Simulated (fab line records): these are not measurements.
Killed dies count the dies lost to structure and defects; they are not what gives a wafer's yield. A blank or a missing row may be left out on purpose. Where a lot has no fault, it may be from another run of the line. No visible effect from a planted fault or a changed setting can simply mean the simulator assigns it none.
Matching of chambers -- flow nand-harc -- rie-diel-05 running NHARC_A_STAIRCASE_TRIM_20: 4 sister chambers
The step chemistry O2, time 211.2 s. 8 wafers are shown with their chamber, then 11 later ones without.

== EACH WAFER AND ITS CHAMBER ==
wafer,chamber,drypump-motor-current-A (A),oes-product-au (a.u.)
L082.2,2,6.4,0.991
L083.1,2,6.3,0.984
L083.2,3,4.9,0.989
L083.3,0,5.3,0.987
L086.2,0,5.3,0.993
L086.3,3,4.9,0.986
L086.5,1,4.8,1.012
L088.1,1,4.8,1.006

== WAFERS WITH NO CHAMBER GIVEN ==
wafer,drypump-motor-current-A (A),oes-product-au (a.u.)
L088.4,6.3,0.997
L088.5,6.4,0.994
L087.3,5.2,0.994
L087.5,4.8,1.018
L087.6,5.3,0.998
L090.2,4.8,1.014
L090.3,4.9,0.990
L090.6,5.3,1.001
L094.2,5.3,1.007
L094.4,4.8,1.013
L094.5,5.3,1.002

== WHICH CHAMBER EACH WENT THROUGH ==
wafer,from the rows above,in truth
L088.4,2,2
L088.5,2,2
L087.3,0,0
L087.5,1,1
L087.6,0,0
L090.2,1,1
L090.3,3,3
L090.6,0,0
L094.2,0,0
L094.4,1,1
L094.5,0,0
Correct placement for 11 of the 11. Not placeable from these rows: 0. 0 placed wrongly.
How it was worked out, from the rows above alone: a wafer's distance from a chamber is the root of the sum, over the readings, of the square of ((its reading less the chamber's mean) divided by the reading's scatter). If the next closest chamber is less than 2 further off than the closest, the wafer can't be placed; otherwise it belongs to the closest. Each chamber's mean is taken over the wafers shown for it. How the scatter is found: for the shown wafers, subtract from each reading the mean of its chamber, square and add these, divide the total by (wafers less chambers), then take the root.
